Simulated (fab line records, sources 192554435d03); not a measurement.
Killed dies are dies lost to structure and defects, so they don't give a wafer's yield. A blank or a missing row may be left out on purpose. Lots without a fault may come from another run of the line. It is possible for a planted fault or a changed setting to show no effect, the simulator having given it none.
fab line records	flow n5_finfet
record: lots: 7	wafers: 21
route steps=1938 shown BEOL_M6@1251 BEOL_M7@1329 BEOL_M9@1401 BEOL_M10@1477 BEOL_M12@1649 BEOL_M13@1696
start_h: start of the lot's first displayed wafer, in hours after the record's first day	wait_h: hours since the lot's step before	" the same as in the row above	L1.1+2: several wafers, shown together as one row	- either no value or no given start	* or withheld: withheld	< > ~ a bound
route shown NAME@n: a module of which the file shows steps, and the number in the route of the first	usual: mean and standard deviation over wafers with no fault	same: alike in all rows	chamber/n: place in a boat	sites: per-site readings	_std_site: standard deviation of those values	_edge_site: outer sites' mean less inner sites'	radius_mm: how far each site lies from the wafer's centre	mask NAME#n: copy n	behind: the most recent tool/chamber to have shaped the wafer	hold: cause of the lot's hold/its duration in hours/its outcome	device: whichever transistor did not switch (one of n, p or np)	end of line: the route-end tests of the same wafers	for a step that has no rows: nothing shown but its recipe	killed: at the first sort, the dies lost to defects and structure; wafer yield is something else	map: a wafer's dies, x killed, . not, _ none there
set.NAME: the setting that was run; set.NAME@STEP: the one run at that earlier step	model.NAME: the simulator's own value behind a step, which no gauge read
lots whose settings were changed on purpose; a table a step, a row a wafer
== steps ==
step: N5_BEOL_M6_ALD_77
recipe: material: TaN	target_thk_a: 20	temp_c: 275	ald_precursor_family: PDMAT	ald_co_reactant: NH3	pressure_torr: 3	carrier_flow_sccm: 1500	pulse_time_s: 2	purge_time_s: 3	co_reactant_purge_time_s: 2	co_reactant_pulse_time_s: 3	ald_cycles: 40	precursor_vessel_temp_c: 75	precursor_vessel_pressure_torr: 26.25	precursor_vessel_carrier_sccm: 1000
lot.wafer	tool	chamber	start_h	wait_h	set.ald_cycles
L076.1+4+6	ald_metal-03	2,0,1	202.94	0.0	37
L079.2	ald_metal-02	3	220.37	0.3	40
L079.3+6	"	0	"	"	42
L081.3	ald_metal-04	1	232.37	0.0	44
L081.4+5	"	2,3	"	"	40
L083.1+3	ald_metal-03	0,3	236.23	0.0	40
L083.6	"	1	"	"	44
L086.1	ald_metal-02	2	262.78	0.0	46
L086.2+3	"	1,0	"	"	40
L088.4+5+6	ald_metal-03	2,3,0	269.66	0.1	40
L089.1+2	ald_metal-03	1,0	285.51	0.1	43
L089.6	"	3	"	"	40
step: N5_BEOL_M6_SURFACE_TREAT_79
recipe: gas: Ar	time_s: *	ion_energy_ev: *	ion_current_ma_cm2: 0.5	pressure_mtorr: *	ar_flow_sccm: 30
step: N5_BEOL_M6_CVD_78
recipe: material: Co	target_thk_a: 20	temp_c: withheld	precursor: CCTBA/H2	pressure_torr: 30	time_s: 142.3
step: N5_BEOL_M6_ECD_50
recipe: material: Cu	target_thk_a: 3000
step: N5_BEOL_M6_ANNEAL_51
recipe: temp_c: 225	time_s: 90	ambient: N2
step: N5_BEOL_M6_CMP_52
recipe: stop_on: SiCOH_lowk	t_overpolish_s: 6.9	down_force_psi: 1	platen_rpm: 50	clearing_platen_down_force_psi: 1.5	clearing_platen_rpm: 50	post_cmp_clean: cu_alkaline	target_thk_nm: 80	clearing_platen_pad_velocity_m_s: 0.99484	pad_velocity_m_s: 0.99484
lot.wafer	tool	chamber	start_h	wait_h	set.time_s@BEOL_M6_TRENCH_ETCH_37	model.Cu_of_BEOL_M6_ECD_50.thk_nm
L076.4	cmp-02	0	205.09	0.2	31.5	79
L076.1	"	1	"	"	31.5	76.8
L076.6	"	3	"	"	31.5	76.2
L079.3	cmp-03	0	222.16	0.2	31.5	80
L079.2	"	2	"	"	31.5	78.6
L079.6	"	0	"	"	31.5	83.2
L081.3	cmp-01	0	233.63	0.2	27.17	64
L081.4	"	1	"	"	31.5	79.8
L081.5	"	0	"	"	31.5	77.2
L083.3	cmp-02	1	237.39	0.2	34.59	88.8
L083.1	"	2	"	"	34.59	91.2
L083.6	"	2	"	"	31.5	80.6
L086.1	cmp-01	0	264.02	0.3	31.5	80.4
L086.2	"	1	"	"	35.91	96
L086.3	"	2	"	"	31.5	83.4
L088.4	cmp-01	3	271.13	0.1	31.5	82.4
L088.6	"	3	"	"	31.5	79
L088.5	"	0	"	"	31.5	79.6
L089.1	cmp-01	0	286.83	0.3	31.5	76.8
L089.2	"	3	"	"	26.33	64
L089.6	"	1	"	"	26.33	64.6
step: N5_BEOL_M6_THK_MEAS_53
recipe: thk_meas_gauge: xrf	reads: Cu_of_BEOL_M6_ECD_50
usual: M6_THK: 81.4/2.1
lot.wafer	tool	chamber	start_h	wait_h	set.time_s@BEOL_M6_TRENCH_ETCH_37	M6_THK[nm]
L076.1	film_metro-01	-	205.31	-	31.5	78.2
L076.4	"	-	"	"	31.5	80.2
L076.6	"	-	"	"	31.5	77.4
L079.2	film_metro-02	-	222.42	-	31.5	79.3
L079.3	"	-	"	"	31.5	80.2
L079.6	"	-	"	"	31.5	84.3
L081.3	film_metro-01	-	233.89	-	27.17	65.7
L081.4	"	-	"	"	31.5	82.4
L081.5	"	-	"	"	31.5	79.0
L083.1	film_metro-01	-	237.68	-	34.59	93.0
L083.3	"	-	"	"	34.59	90.5
L083.6	"	-	"	"	31.5	81.7
L086.1	film_metro-01	-	264.28	-	31.5	82.3
L086.2	"	-	"	"	35.91	98.2
L086.3	"	-	"	"	31.5	85.4
L088.4	film_metro-02	-	271.43	-	31.5	82.5
L088.5	"	-	"	"	31.5	80.1
L088.6	"	-	"	"	31.5	78.8
L089.1	film_metro-02	-	287.12	-	31.5	76.6
L089.2	"	-	"	"	26.33	63.9
L089.6	"	-	"	"	26.33	64.4
step: N5_BEOL_M6_PRE_CLEAN_55
recipe: gas: NH3	time_s: 15	temp_c: withheld	rf_power_w: 300
step: N5_BEOL_M6_DEP_56
recipe: material: SiCN	target_thk_a: 100	temp_c: withheld	precursor: 3MS/NH3	pressure_torr: 3	rf_w: 202	time_s: 17.5
step: N5_BEOL_M6_RS_MEAS_57
recipe: thk_meas_gauge: four-point-probe	reads: Cu_of_BEOL_M6_ECD_50+Co_of_BEOL_M6_CVD_78+TaN_of_BEOL_M6_ALD_77
usual: M6_RS: 0.285/0.0086
lot.wafer	tool	chamber	start_h	wait_h	set.time_s@BEOL_M6_TRENCH_ETCH_37	M6_RS[ohm/sq]
L076.1	film_metro-02	-	205.47	0.1	31.5	0.299
L076.4	"	-	"	"	31.5	0.290
L076.6	"	-	"	"	31.5	0.302
L079.2	film_metro-01	-	222.55	0.1	31.5	0.294
L079.3	"	-	"	"	31.5	0.287
L079.6	"	-	"	"	31.5	0.274
L081.3	film_metro-01	-	234.02	0.1	27.17	0.375
L081.4	"	-	"	"	31.5	0.288
L081.5	"	-	"	"	31.5	0.300
L083.1	film_metro-01	-	237.81	0.1	34.59	0.246
L083.3	"	-	"	"	34.59	0.254
L083.6	"	-	"	"	31.5	0.284
L086.1	film_metro-02	-	264.41	0.1	31.5	0.284
L086.2	"	-	"	"	35.91	0.231
L086.3	"	-	"	"	31.5	0.271
L088.4	film_metro-02	-	271.56	0.0	31.5	0.277
L088.5	"	-	"	"	31.5	0.287
L088.6	"	-	"	"	31.5	0.290
L089.1	film_metro-01	-	287.25	0.1	31.5	0.301
L089.2	"	-	"	"	26.33	0.374
L089.6	"	-	"	"	26.33	0.371
step: N5_BEOL_M7_DEP_56
recipe: material: SiCN	target_thk_a: 100	temp_c: withheld	precursor: 3MS/NH3	pressure_torr: 3	rf_w: 202	time_s: 17.5
lot.wafer	tool	chamber	start_h	wait_h	set.time_s	model.SiCN_of_BEOL_M7_DEP_56.thk_nm
L076.1	pecvd-01	1	215.95	0.0	17.5	9.8
L076.4	"	2	"	"	16.21	9.4
L076.6	"	0	"	"	17.5	10
L079.2+3+6	pecvd-04	0	230.99	0.1	17.5	10
L081.3+5	pecvd-01	1	240.52	0.0	17.5	10.2
L081.4	"	2	"	"	16.81	9.6
L083.1+6	pecvd-01	2	247.13	0.0	19.32	10.8
L083.3	"	0	"	"	17.5	10.2
L086.1	pecvd-02	2	273.03	0.0	17.5	10
L086.2	"	0	"	"	15.73	8.8
L086.3	"	1	"	"	17.5	9.6
L088.4+6	pecvd-02	0,1	278.93	0.0	17.5	9.8
L088.5	"	2	"	"	17.5	10
L089.1+6	pecvd-04	2,0	293.78	0.0	17.5	10.2
L089.2	"	1	"	"	15.77	9.2
step: N5_BEOL_M9_ILD_DEP_00
recipe: material: SiCOH_lowk	target_thk_a: 3085.1	temp_c: 300	precursor: DEMS/porogen	pressure_torr: 5	rf_w: 500	time_s: 58
lot.wafer	tool	chamber	start_h	wait_h	set.time_s	model.SiCOH_lowk_of_BEOL_M9_ILD_DEP_00.thk_nm
L076.1	pecvd-03	1	222.53	0.0	58	310.6
L076.4	"	1	"	"	58	313.2
L076.6	"	2	"	"	51.62	280.2
L079.2	pecvd-04	0	237.48	0.0	58	304.8
L079.3	"	1	"	"	58	305.2
L079.6	"	1	"	"	58	311.6
L081.3	pecvd-03	1	249.44	0.0	58	308.6
L081.4	"	0	"	"	58	310.2
L081.5	"	2	"	"	58	307
L083.1	pecvd-03	1	255.71	0.0	54.55	289.8
L083.3	"	2	"	"	58	303.4
L083.6	"	2	"	"	58	306
L086.1	pecvd-04	0	282.47	0.0	58	303.8
L086.2	"	1	"	"	66.12	349
L086.3	"	1	"	"	58	312.6
L088.4	pecvd-03	1	287.48	0.1	58	313.6
L088.5	"	2	"	"	58	308.6
L088.6	"	0	"	"	58	304.6
L089.1	pecvd-01	1	302.83	0.0	58	301.2
L089.2	"	2	"	"	55.07	280
L089.6	"	2	"	"	55.07	286
step: N5_BEOL_M9_CURE_71
recipe: temp_c: 385	time_s: 240	ambient: He/Ar	material: SiCOH_lowk
lot.wafer	tool	chamber	start_h	wait_h	set.time_s@BEOL_M9_ILD_DEP_00	model.SiCOH_lowk_of_BEOL_M9_ILD_DEP_00.thk_nm
L076.1	uv_cure-03	1	222.61	0.0	58	269.8
L076.4	"	1	"	"	58	272.2
L076.6	"	1	"	"	51.62	243
L079.2	uv_cure-03	0	237.63	0.1	58	264.8
L079.3	"	0	"	"	58	265.2
L079.6	"	0	"	"	58	270.6
L081.3	uv_cure-02	0	249.68	0.2	58	268
L081.4	"	0	"	"	58	269.6
L081.5	"	0	"	"	58	266.8
L083.1	uv_cure-02	2	255.79	0.0	54.55	251.4
L083.3	"	2	"	"	58	263.4
L083.6	"	2	"	"	58	265.8
L086.1	uv_cure-03	2	282.58	0.1	58	263.8
L086.2	"	2	"	"	66.12	303.8
L086.3	"	2	"	"	58	271.6
L088.4	uv_cure-02	1	287.77	0.3	58	272.4
L088.5	"	1	"	"	58	268
L088.6	"	1	"	"	58	264.6
L089.1	uv_cure-02	0	302.93	0.1	58	261.6
L089.2	"	0	"	"	55.07	242.8
L089.6	"	0	"	"	55.07	248
step: N5_BEOL_M9_THK_MEAS_01
recipe: reads: SiCOH_lowk_of_BEOL_M9_ILD_DEP_00
usual: M9_ILD_THK: 267/3.8
lot.wafer	tool	chamber	start_h	wait_h	set.time_s@BEOL_M9_ILD_DEP_00	M9_ILD_THK[nm]
L076.1	film_metro-02	-	223.12	0.4	58	270
L076.4	"	-	"	"	58	272
L076.6	"	-	"	"	51.62	243
L079.2	film_metro-01	-	238.07	0.4	58	265
L079.3	"	-	"	"	58	265
L079.6	"	-	"	"	58	271
L081.3	film_metro-02	-	250.03	0.3	58	268
L081.4	"	-	"	"	58	270
L081.5	"	-	"	"	58	267
L083.1	film_metro-01	-	256.31	0.4	54.55	252
L083.3	"	-	"	"	58	264
L083.6	"	-	"	"	58	266
L086.1	film_metro-02	-	283.09	0.4	58	264
L086.2	"	-	"	"	66.12	304
L086.3	"	-	"	"	58	272
L088.4	film_metro-01	-	288.04	0.2	58	272
L088.5	"	-	"	"	58	268
L088.6	"	-	"	"	58	265
L089.1	film_metro-02	-	303.44	0.4	58	262
L089.2	"	-	"	"	55.07	243
L089.6	"	-	"	"	55.07	248
step: N5_BEOL_M9_COAT_05
recipe: resist: CAR-ArF	spin_rpm: 1500	resist_thk_nm: 90
lot.wafer	tool	chamber	start_h	wait_h	set.spin_rpm	model.CAR-ArF_of_BEOL_M9_COAT_05.thk_nm
L076.1	litho_track-04	0	-	-	1500	90.2
L076.4+6	"	0	"	"	1500	89.8
L079.2+6	litho_track-04	0	-	-	1338	95
L079.3	"	0	"	"	1500	90
L081.3	litho_track-03	0	-	-	1429	91.8
L081.4	"	0	"	"	1429	92
L081.5	"	0	"	"	1500	89.8
L083.1	litho_track-05	0	-	-	1375	93.8
L083.3	"	0	"	"	1375	93.6
L083.6	"	0	"	"	1500	89.8
L086.1+2	litho_track-05	0	-	-	1500	89.8
L086.3	"	0	"	"	1662	85.4
L088.4+6	litho_track-03	0	-	-	1500	90.2
L088.5	"	0	"	"	1500	90.6
L089.1	litho_track-04	0	-	-	1500	90
L089.2	"	0	"	"	1454	91.2
L089.6	"	0	"	"	1454	91
step: N5_BEOL_M9_EBR_07
recipe: solvent: PGMEA	ebr_width_mm: 1.5
step: N5_BEOL_M9_SOFTBAKE_06
recipe: temp_c: 110	time_s: 60	resist: CAR-ArF
step: N5_BEOL_M9_EXPOSE_08
recipe: mask_id: M9	na: 1.35	source_shape: dipole	sigma_inner: 0.411	sigma_outer: 0.611	polarization: te	dose_mj: 53.75
step: N5_BEOL_M9_PEB_09
recipe: peb_temp_c: withheld	peb_time_s: 60	resist: CAR-ArF
step: N5_BEOL_M9_DEVELOP_10
recipe: develop_time_s: 30	developer: TMAH	resist: CAR-ArF	rinse_liquid: diw	dry: air_spin	dev_temp_c: 23
lot.wafer	tool	chamber	start_h	wait_h	set.spin_rpm@BEOL_M9_COAT_05	model.CAR-ArF_of_BEOL_M9_COAT_05.thk_nm
L076.1	litho_track-03	0	-	-	1500	88.4
L076.4	"	0	"	"	1500	88
L076.6	"	0	"	"	1500	88.2
L079.2	litho_track-04	0	-	-	1338	93.4
L079.3	"	0	"	"	1500	88.2
L079.6	"	0	"	"	1338	93.2
L081.3+4	litho_track-03	0	-	-	1429	90.2
L081.5	"	0	"	"	1500	88.2
L083.1	litho_track-04	0	-	-	1375	92.2
L083.3	"	0	"	"	1375	92
L083.6	"	0	"	"	1500	88
L086.1+2	litho_track-05	0	-	-	1500	88.2
L086.3	"	0	"	"	1662	83.6
L088.4+6	litho_track-05	0	-	-	1500	88.6
L088.5	"	0	"	"	1500	88.8
L089.1	litho_track-04	0	-	-	1500	88.2
L089.2	"	0	"	"	1454	89.4
L089.6	"	0	"	"	1454	89.2
step: N5_BEOL_M9_ALD_74
recipe: material: TaN	target_thk_a: 20	temp_c: 275	ald_precursor_family: PDMAT	ald_co_reactant: NH3	pressure_torr: 3	carrier_flow_sccm: 1500	pulse_time_s: 2	purge_time_s: 3	co_reactant_purge_time_s: 2	co_reactant_pulse_time_s: 3	ald_cycles: 40	precursor_vessel_temp_c: 75	precursor_vessel_pressure_torr: 26.25	precursor_vessel_carrier_sccm: 1000
lot.wafer	tool	chamber	start_h	wait_h	set.ald_cycles	model.TaN_of_BEOL_M9_ALD_74.thk_nm
L076.1+4+6	ald_metal-03	1,3,1	229.54	0.3	40	2
L079.2+3+6	ald_metal-02	2,3,0	243.67	0.0	45	2.2
L081.3	ald_metal-02	0	255.09	0.2	40	2
L081.4+5	"	2,3	"	"	36	1.8
L083.1+3	ald_metal-03	1,2	262.94	0.2	34	1.6
L083.6	"	3	"	"	40	2
L086.1+2+3	ald_metal-02	0,1,2	290.17	0.0	40	2
L088.4+5+6	ald_metal-01	0,2,3	292.54	0.2	40	2
L089.1+2+6	ald_metal-02	2,3,0	308.84	0.1	40	2
step: N5_BEOL_M10_COAT_05
recipe: resist: CAR-ArF	spin_rpm: 1500	resist_thk_nm: 90
lot.wafer	tool	chamber	start_h	wait_h	set.spin_rpm	model.CAR-ArF_of_BEOL_M10_COAT_05.thk_nm
L076.1	litho_track-05	0	-	-	1621	86.4
L076.4	"	0	"	"	1500	89.8
L076.6	"	0	"	"	1621	86.6
L079.2	litho_track-01	0	-	-	1500	89.8
L079.3	"	0	"	"	1500	89.6
L079.6	"	0	"	"	1500	90
L081.3	litho_track-05	0	-	-	1568	88.2
L081.4+5	"	0	"	"	1500	90
L083.1+3	litho_track-02	0	-	-	1500	90
L083.6	"	0	"	"	1500	89.6
L086.1	litho_track-02	0	-	-	1500	90.2
L086.2	"	0	"	"	1556	88.6
L086.3	"	0	"	"	1556	89
L088.4	litho_track-02	0	-	-	1500	89.8
L088.5	"	0	"	"	1500	90
L088.6	"	0	"	"	1500	89.6
L089.1	litho_track-02	0	-	-	1500	90
L089.2	"	0	"	"	1500	89.8
L089.6	"	0	"	"	1566	88
step: N5_BEOL_M10_EBR_07
recipe: solvent: PGMEA	ebr_width_mm: 1.5
step: N5_BEOL_M10_SOFTBAKE_06
recipe: temp_c: 110	time_s: 60	resist: CAR-ArF
step: N5_BEOL_M10_DESCUM_16
recipe: chemistry: O2	time_s: 7.9	source_power_w: 50	bias_power_w: 20	pressure_mtorr: 20	rf_frequency_hz: 2.712e+07	temp_c: 40	resist: CAR-ArF	o2_flow_sccm: 225
step: N5_BEOL_M10_ETCH_61
recipe: chemistry: CF4	target: SiARC	target_depth_a: 390	mask_material: CAR-ArF	time_s: 65	ion_energy_ev: 80	pressure_mtorr: 40	source_w: 545	bias_w: 36	Ar_flow_sccm: 100	cf4_flow_sccm: 100	ends: cleared
lot.wafer	tool	chamber	start_h	wait_h	set.spin_rpm@BEOL_M10_COAT_05	model.CAR-ArF_of_BEOL_M10_COAT_05.thk_nm
L076.1+6	rie_diel-05	3,1	234.19	0.0	1621	52.2
L076.4	"	2	"	"	1500	55.4
L079.2+3	rie_diel-04	0,3	247.96	0.0	1500	55.2
L079.6	"	2	"	"	1500	55.4
L081.3	rie_diel-03	2	261.82	0.0	1568	53.8
L081.4+5	"	0,2	"	"	1500	55.6
L083.1	rie_diel-04	3	266.54	0.0	1500	55.6
L083.3	"	1	"	"	1500	55.4
L083.6	"	1	"	"	1500	55.2
L086.1	rie_diel-04	2	295.82	0.0	1500	55.6
L086.2	"	1	"	"	1556	54
L086.3	"	0	"	"	1556	54.2
L088.4	rie_diel-04	2	296.67	0.0	1500	55.2
L088.5	"	1	"	"	1500	55.4
L088.6	"	2	"	"	1500	55
L089.1	rie_diel-03	1	312.78	0.0	1500	55.6
L089.2	"	0	"	"	1500	55.2
L089.6	"	2	"	"	1566	53.6
step: N5_BEOL_M10_ETCH_62
recipe: chemistry: N2/H2	target: SOC	target_depth_a: 1100	overetch_a: 220	mask_material: SiARC	temp_c: 40	time_s: 165	ion_energy_ev: 200	pressure_mtorr: 30	source_w: 840	bias_w: 150	n2_flow_sccm: 200	h2_flow_sccm: 200
lot.wafer	tool	chamber	start_h	wait_h	set.time_s	model.SiARC_of_BEOL_M10_COAT_60.thk_nm
L076.1	rie_diel-05	3	234.24	0.0	186.2	22.4
L076.4	"	2	"	"	186.2	22.6
L076.6	"	1	"	"	165	23.6
L079.2	rie_diel-04	0	248.01	0.0	151.9	24
L079.3	"	3	"	"	165	23.2
L079.6	"	2	"	"	165	23.4
L081.3+5	rie_diel-03	2	261.87	0.0	165	23.8
L081.4	"	0	"	"	165	23.6
L083.1	rie_diel-04	3	266.59	0.0	165	23
L083.3+6	"	1	"	"	165	23.4
L086.1	rie_diel-04	2	295.87	0.0	135.2	24.8
L086.2	"	1	"	"	165	23.4
L086.3	"	0	"	"	165	23.6
L088.4+5	rie_diel-04	2,1	296.72	0.0	165	23.4
L088.6	"	2	"	"	165	23.6
L089.1+2	rie_diel-03	1,0	312.83	0.0	165	23.6
L089.6	"	2	"	"	140.5	24.8
step: N5_BEOL_M12_SPUTTER_44
recipe: material: Ta	target_thk_a: 100	temp_c: 50	bias_v: 80	power_w: 15000	chamber_pressure_pa: 0.07	time_s: 16.13
lot.wafer	tool	chamber	start_h	wait_h	set.power_w	model.Ta_of_BEOL_M12_SPUTTER_44.thk_nm
L076.1+4	pvd_sputter-02	-	254.66	0.0	15000	10.2
L076.6	"	-	"	"	15000	10
L079.2+6	pvd_sputter-03	-	263.76	0.0	15730	10.6
L079.3	"	-	"	"	15000	10.2
L081.3+5	pvd_sputter-01	-	278.81	0.0	15000	9.8
L081.4	"	-	"	"	15000	10
L083.1+3	pvd_sputter-01	-	285.91	0.0	15000	9.8
L083.6	"	-	"	"	16230	10.6
L086.1	pvd_sputter-02	-	318.29	0.0	15000	10
L086.2	"	-	"	"	13170	9
L086.3	"	-	"	"	13170	8.8
L088.4+5+6	pvd_sputter-01	-	324.91	0.0	15000	9.8
L089.1+6	pvd_sputter-03	-	336.80	0.0	15000	9.8
L089.2	"	-	"	"	15000	10
step: N5_BEOL_M13_TRENCH_ETCH_34
recipe: chemistry: C4F8/O2/Ar	target: SiOC	target_depth_a: 4134.7	mask_material: SOC	pressure_mtorr: 30	source_w: 3000	bias_w: 700	Ar_flow_sccm: 400	C4F8_flow_sccm: 15	O2_flow_sccm: 8	he_inner_torr: 15	he_outer_torr: 30	time_s: 162.6	ion_energy_ev: 250
lot.wafer	tool	chamber	start_h	wait_h	set.time_s	model.etch.depth_nm
L076.1	rie_diel-06	3	258.39	0.0	135.3	348.6
L076.4	"	0	"	"	135.3	342.3
L076.6	"	2	"	"	162.6	409
L079.2	rie_diel-06	1	267.38	0.0	162.6	413.8
L079.3	"	0	"	"	162.6	413.2
L079.6	"	3	"	"	162.6	417.1
L081.3	rie_diel-02	0	282.32	0.0	162.6	423.2
L081.4	"	2	"	"	162.6	402.4
L081.5	"	0	"	"	197.8	515.2
L083.1	rie_diel-06	0	289.17	0.0	162.6	411.2
L083.3	"	1	"	"	187.2	476.9
L083.6	"	2	"	"	187.2	471.7
L086.1	rie_diel-01	3	321.48	0.0	162.6	405.2
L086.2	"	0	"	"	162.6	411.4
L086.3	"	1	"	"	162.6	408.5
L088.4	rie_diel-02	0	328.16	0.0	162.6	411.8
L088.5	"	1	"	"	162.6	410.5
L088.6	"	2	"	"	162.6	406.3
L089.1	rie_diel-06	0	340.68	0.0	162.6	415.2
L089.2	"	3	"	"	162.6	412.3
L089.6	"	1	"	"	134.3	340.2
step: N5_BEOL_M13_STRIP_70
recipe: chemistry: C4F8/O2/Ar	resist: SiARC	rf_frequency_hz: 6e+07
step: N5_BEOL_M13_OCD_MEAS_35
usual: trench_depth_nm: 410/5
lot.wafer	tool	chamber	start_h	wait_h	set.time_s@BEOL_M13_TRENCH_ETCH_34	trench_depth_nm
L076.1	ocd-01	-	258.56	0.0	135.3	349
L076.4	"	-	"	"	135.3	342
L076.6	"	-	"	"	162.6	409
L079.2	ocd-01	-	267.56	0.0	162.6	413
L079.3	"	-	"	"	162.6	413
L079.6	"	-	"	"	162.6	418
L081.3	ocd-02	-	282.49	0.0	162.6	424
L081.4	"	-	"	"	162.6	402
L081.5	"	-	"	"	197.8	515
L083.1	ocd-02	-	289.34	0.0	162.6	411
L083.3	"	-	"	"	187.2	477
L083.6	"	-	"	"	187.2	472
L086.1	ocd-01	-	321.65	0.0	162.6	405
L086.2	"	-	"	"	162.6	411
L086.3	"	-	"	"	162.6	408
L088.4	ocd-01	-	328.34	0.0	162.6	412
L088.5	"	-	"	"	162.6	411
L088.6	"	-	"	"	162.6	407
L089.1	ocd-01	-	340.86	0.0	162.6	415
L089.2	"	-	"	"	162.6	413
L089.6	"	-	"	"	134.3	340
== key ==
split: step: N5_BEOL_M6_ALD_77	setting: ald_cycles	stated: 40	by: wafer
response none clear
split: step: N5_BEOL_M7_DEP_56	setting: time_s	stated: 17.5	by: wafer
response: step: N5_BEOL_M7_DEP_56	reading: model.SiCN_of_BEOL_M7_DEP_56.thk_nm	change: +0.0854	per: 1%	r: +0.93
split: step: N5_BEOL_M9_ILD_DEP_00	setting: time_s	stated: 58	by: wafer
response: step: N5_BEOL_M9_ILD_DEP_00	reading: model.SiCOH_lowk_of_BEOL_M9_ILD_DEP_00.thk_nm	change: +2.91	per: 1%	r: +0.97
response: step: N5_BEOL_M9_CURE_71	reading: model.SiCOH_lowk_of_BEOL_M9_ILD_DEP_00.thk_nm	change: +2.58	per: 1%	r: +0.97
response: step: N5_BEOL_M9_THK_MEAS_01	reading: M9_ILD_THK	change: +2.58	per: 1%	r: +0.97
split: step: N5_BEOL_M9_COAT_05	setting: spin_rpm	stated: 1500	by: wafer
response: step: N5_BEOL_M9_COAT_05	reading: model.CAR-ArF_of_BEOL_M9_COAT_05.thk_nm	change: -0.44	per: 1%	r: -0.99
response: step: N5_BEOL_M9_DEVELOP_10	reading: model.CAR-ArF_of_BEOL_M9_COAT_05.thk_nm	change: -0.454	per: 1%	r: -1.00
split: step: N5_BEOL_M9_ALD_74	setting: ald_cycles	stated: 40	by: wafer
response: step: N5_BEOL_M9_ALD_74	reading: model.TaN_of_BEOL_M9_ALD_74.thk_nm	change: +0.0246	per: 1%	r: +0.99
split: step: N5_BEOL_M10_COAT_05	setting: spin_rpm	stated: 1500	by: wafer
response: step: N5_BEOL_M10_COAT_05	reading: model.CAR-ArF_of_BEOL_M10_COAT_05.thk_nm	change: -0.407	per: 1%	r: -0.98
response: step: N5_BEOL_M10_ETCH_61	reading: model.CAR-ArF_of_BEOL_M10_COAT_05.thk_nm	change: -0.399	per: 1%	r: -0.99
split: step: N5_BEOL_M10_ETCH_62	setting: time_s	stated: 165	by: wafer
response: step: N5_BEOL_M10_ETCH_62	reading: model.SiARC_of_BEOL_M10_COAT_60.thk_nm	change: -0.0787	per: 1%	r: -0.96
split: step: N5_BEOL_M12_SPUTTER_44	setting: power_w	stated: 15000	by: wafer
response: step: N5_BEOL_M12_SPUTTER_44	reading: model.Ta_of_BEOL_M12_SPUTTER_44.thk_nm	change: +0.0915	per: 1%	r: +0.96
split: step: N5_BEOL_M13_TRENCH_ETCH_34	setting: time_s	stated: 162.6	by: wafer
response: step: N5_BEOL_M13_TRENCH_ETCH_34	reading: model.etch.depth_nm	change: +4.3	per: 1%	r: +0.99
response: step: N5_BEOL_M13_OCD_MEAS_35	reading: trench_depth_nm	change: +4.3	per: 1%	r: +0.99
split outside_this_file step=N5_BEOL_M6_TRENCH_ETCH_37 setting=time_s
split outside_this_file: this setting was split too, and the file shows its column; the key of that split is in another file
